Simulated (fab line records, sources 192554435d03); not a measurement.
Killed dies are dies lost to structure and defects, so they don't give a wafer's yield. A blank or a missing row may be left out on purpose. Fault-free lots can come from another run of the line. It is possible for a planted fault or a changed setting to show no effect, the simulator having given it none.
The tool behind it: which one? | flow n5Finfet | 24 lots with 72 wafers sampled at 3 steps, on a route of 1938 steps

## WHAT EACH GAUGE READ, for each wafer
N5_BEOL_M0_SAQP_OVL_MEAS_15. Usual: M0_CORE_OVL 0.4 nm, standard deviation 0.75.
lot  | measured     | on         | M0_CORE_OVL (nm) | flag
L074 | day 5 11:37  | overlay-01 | 0.2 0.7 0.7      | 
L075 | day 5 17:51  | overlay-01 | -0.4 0.5 1.0     | 
L076 | day 5 22:15  | overlay-01 | 0.1 1.1 0.4      | 
L077 | day 6 03:31  | overlay-01 | 0.2 0.0 1.1      | 
L078 | day 6 15:31  | overlay-02 | 0.9 0.6 0.1      | 
L079 | day 6 18:53  | overlay-01 | 1.3 0.7 0.5      | 
L080 | day 7 02:37  | overlay-01 | 2.0 0.7 1.4      | 
L081 | day 7 06:51  | overlay-02 | -0.7 -0.7 -0.9   | 
L082 | day 7 10:04  | overlay-01 | 1.3 -0.2 0.3     | 
L083 | day 7 18:46  | overlay-01 | -0.7 -0.7 -1.3   | 
L084 | day 7 22:38  | overlay-01 | -0.5 -0.7 0.4    | 
L085 | day 8 09:26  | overlay-02 | -1.1 0.2 0.7     | 
L086 | day 8 13:01  | overlay-01 | 2.1 0.8 1.6      | 
L087 | day 8 21:18  | overlay-02 | 0.3 1.9 0.5      | 
L088 | day 9 02:08  | overlay-01 | -0.6 0.9 0.4     | 
L089 | day 9 06:14  | overlay-02 | 1.5 1.3 0.8      | 
L090 | day 9 12:31  | overlay-01 | -0.5 1.2 1.3     | 
L091 | day 9 17:31  | overlay-01 | 0.2 -0.7 0.1     | 
L092 | day 9 21:47  | overlay-02 | 0.9 0.4 0.5      | 
L093 | day 10 01:00 | overlay-02 | -1.0 0.7 -1.2    | 
L094 | day 10 15:49 | overlay-02 | 0.5 0.8 0.9      | 
L095 | day 10 20:44 | overlay-02 | 0.1 1.4 0.6      | 
L096 | day 11 00:20 | overlay-01 | 0.5 -1.2 0.7     | 
L097 | day 11 08:16 | overlay-02 | 0.7 0.2 0.9      | 

## TOOL THAT RAN EACH LOT (tool first, then ch and the chambers of the sampled wafers, then the start)
lot  | N5_MOL_CONTACT_COAG_CVD_140  | N5_BEOL_M0_SAQP_PECVD_00
L074 | cvdW-01 ch 0,1, day 5 06:15  | pecvd-01 ch 0,1,2, day 5 10:11
L075 | cvdW-01 ch 0,1, day 5 12:52  | pecvd-01 ch 0,1,2, day 5 16:53
L076 | cvdW-01 ch 0,1, day 5 17:05  | pecvd-04 ch 0,1,2, day 5 21:01
L077 | cvdW-01 ch 0,1, day 5 22:40  | pecvd-02 ch 0,1, day 6 02:41
L078 | cvdW-02 ch 0,1, day 6 09:37  | pecvd-04 ch 1, day 6 13:37
L079 | cvdW-01 ch 0,1, day 6 12:31  | pecvd-04 ch 0,1, day 6 16:38
L080 | cvdW-02 ch 0,1, day 6 21:40  | pecvd-02 ch 0,1,2, day 7 01:41
L081 | cvdW-01 ch 0,1, day 7 01:35  | pecvd-01 ch 0,1,2, day 7 05:36
L082 | cvdW-01 ch 0,1, day 7 04:19  | pecvd-01 ch 0,1,2, day 7 08:35
L083 | cvdW-01 ch 0,1, day 7 11:56  | pecvd-01 ch 1,2, day 7 15:56
L084 | cvdW-01 ch 1, day 7 15:50    | pecvd-01 ch 1,2, day 7 19:52
L085 | cvdW-02 ch 0,1, day 8 04:17  | pecvd-02 ch 1,2, day 8 08:12
L086 | cvdW-01 ch 0,1, day 8 05:13  | pecvd-04 ch 0,2, day 8 11:13
L087 | cvdW-02 ch 0,1, day 8 14:54  | pecvd-01 ch 0,1,2, day 8 18:54
L088 | cvdW-02 ch 0,1, day 8 20:17  | pecvd-04 ch 0,2, day 9 00:23
L089 | cvdW-01 ch 0,1, day 8 21:37  | pecvd-01 ch 0,1, day 9 03:23
L090 | cvdW-01 ch 0,1, day 9 07:26  | pecvd-02 ch 1, day 9 11:26
L091 | cvdW-01 ch 0,1, day 9 12:07  | pecvd-01 ch 0,1, day 9 16:08
L092 | cvdW-01 ch 1, day 9 16:31    | pecvd-02 ch 1, day 9 20:31
L093 | cvdW-02 ch 0,1, day 9 19:02  | pecvd-04 ch 0,1, day 9 23:32
L094 | cvdW-02 ch 0,1, day 10 09:51 | pecvd-04 ch 0, day 10 13:50
L095 | cvdW-01 ch 0,1, day 10 15:27 | pecvd-02 ch 0,1, day 10 19:28
L096 | cvdW-01 ch 0,1, day 10 18:34 | pecvd-01 ch 0,1,2, day 10 22:33
L097 | cvdW-02 ch 0,1, day 11 02:43 | pecvd-01 ch 0,2, day 11 06:43
- N5_MOL_CONTACT_COAG_CVD_140: deposits W, target thk 66.5 nm, time 215 s.
- N5_BEOL_M0_SAQP_PECVD_00: deposits SiCN from 3MS/NH3, target thk 8 nm, time 14 s.

## AS READ BY THE TOOLS THEMSELVES (means over the sampled wafers that have a number; for cases with no such wafer, the mark the record gives instead)
N5_MOL_CONTACT_COAG_CVD_140. Usual: 469 W for heaterPowerW, sd 76.
lot  | tool    | heaterPowerW (W) | flag
L074 | cvdW-01 | 449              | 
L075 | cvdW-01 | 447              | 
L076 | cvdW-01 | 410              | 
L077 | cvdW-01 | 448              | 
L078 | cvdW-02 | 526              | 
L079 | cvdW-01 | 409              | 
L080 | cvdW-02 | 555              | 
L081 | cvdW-01 | 415              | 
L082 | cvdW-01 | 411              | 
L083 | cvdW-01 | 407              | 
L084 | cvdW-01 | 371              | 
L085 | cvdW-02 | 522              | 
L086 | cvdW-01 | 412              | 
L087 | cvdW-02 | 558              | 
L088 | cvdW-02 | 551              | 
L089 | cvdW-01 | 446              | 
L090 | cvdW-01 | 410              | 
L091 | cvdW-01 | 419              | 
L092 | cvdW-01 | 370              | 
L093 | cvdW-02 | 566              | 
L094 | cvdW-02 | 534              | 
L095 | cvdW-01 | 417              | 
L096 | cvdW-01 | 458              | 
L097 | cvdW-02 | 563              | 

N5_BEOL_M0_SAQP_PECVD_00. Usual: showerheadPlenumPTorr 3.670 Torr, standard deviation 0.011; throttleValvePct 8.9 %, standard deviation 0.4.
lot  | tool     | showerheadPlenumPTorr (Torr) | throttleValvePct (%) | flag
L074 | pecvd-01 | 3.672                        | 8.7                  | 
L075 | pecvd-01 | 3.677                        | 8.6                  | 
L076 | pecvd-04 | 3.668                        | 9.4                  | 
L077 | pecvd-02 | 3.663                        | 9.0                  | 
L078 | pecvd-04 | 3.672                        | 9.2                  | 
L079 | pecvd-04 | 3.684                        | 9.2                  | 
L080 | pecvd-02 | 3.659                        | 8.8                  | 
L081 | pecvd-01 | 3.675                        | 8.8                  | 
L082 | pecvd-01 | 3.677                        | 8.5                  | 
L083 | pecvd-01 | 3.674                        | 9.0                  | 
L084 | pecvd-01 | 3.675                        | 9.0                  | 
L085 | pecvd-02 | 3.663                        | 8.8                  | 
L086 | pecvd-04 | 3.670                        | 9.4                  | 
L087 | pecvd-01 | 3.668                        | 8.8                  | 
L088 | pecvd-04 | 3.670                        | 9.4                  | 
L089 | pecvd-01 | 3.676                        | 8.9                  | 
L090 | pecvd-02 | 3.662                        | 8.8                  | 
L091 | pecvd-01 | 3.674                        | 8.6                  | 
L092 | pecvd-02 | 3.660                        | 8.6                  | 
L093 | pecvd-04 | 3.674                        | 9.2                  | 
L094 | pecvd-04 | 3.690                        | 9.3                  | 
L095 | pecvd-02 | 3.657                        | 9.0                  | 
L096 | pecvd-01 | 3.672                        | 8.8                  | 
L097 | pecvd-01 | 3.672                        | 8.6                  | 

## THE ANSWER, worked out from the rows above alone
Rule: take the mean of a lot's wafers that have a number; if it is more than 3 standard deviations from the usual mean, the lot is off. A lot without any number at a reading at which 4 lots or more have one is off too. The other lots that the step has rows for count as sound. First the gauges in route order, then the tools' own readings, where a lot's mean is used as printed above. At the first step where some lot is off, the reading lying furthest off is the one used; lots without a number count as furthest.
No lot is off on any of the readings shown, so nothing can be concluded from this.

## WHAT THE SIMULATOR HAD INSERTED
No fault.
